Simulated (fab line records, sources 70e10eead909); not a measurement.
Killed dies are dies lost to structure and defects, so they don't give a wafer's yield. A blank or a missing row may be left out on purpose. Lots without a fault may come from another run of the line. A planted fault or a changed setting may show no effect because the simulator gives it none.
Chamber matching | flow nand_harc | NHARC_P_M1_PRE_CLEAN_32 on pecvd-02: 3 sister chambers
The step time 12 s. 6 wafers are shown with their chamber, then 11 later ones without.

WAFERS WITH THEIR CHAMBER
wafer  | chamber | heater_power_w (W)
L081.5 | 1       | 679
L085.1 | 1       | 575
L086.1 | 0       | 702
L086.2 | 2       | 674
L086.6 | 2       | 675
L088.1 | 0       | 612

WAFERS WITHOUT THEIR CHAMBER
wafer  | heater_power_w (W)
L088.3 | 656
L088.5 | 664
L089.1 | 664
L089.4 | 659
L089.5 | 659
L092.3 | 623
L092.5 | 603
L092.6 | 639
L094.2 | 665
L094.3 | 690
L094.5 | 686

WHICH CHAMBER EACH WENT THROUGH
wafer  | from the rows above          | in truth
L088.3 | can't be placed: 0 or 2 or 1 | 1
L088.5 | can't be placed: 0 or 2 or 1 | 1
L089.1 | can't be placed: 0 or 2 or 1 | 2
L089.4 | can't be placed: 0 or 2 or 1 | 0
L089.5 | can't be placed: 0 or 2 or 1 | 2
L092.3 | can't be placed: 1 or 0 or 2 | 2
L092.5 | can't be placed: 1 or 0 or 2 | 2
L092.6 | can't be placed: 1 or 0 or 2 | 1
L094.2 | can't be placed: 0 or 2 or 1 | 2
L094.3 | can't be placed: 2 or 0 or 1 | 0
L094.5 | can't be placed: 2 or 0 or 1 | 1
Placed correctly: 0 of 11. Can't be placed from these rows: 11 (the true chamber is among the candidates in 11). Placed wrongly: 0.
How it was worked out, from the rows above alone: a wafer's distance from a chamber is the root of the sum, over the readings, of the square of ((its reading less the chamber's mean) divided by the reading's scatter). The wafer belongs to the nearest chamber; if the next one is less than 2 further off, it can't be placed. A chamber's mean is the mean of its shown wafers. The scatter: the root of (the sum of the squares of (reading less its chamber's mean) over the shown wafers, divided by (wafers less chambers)).
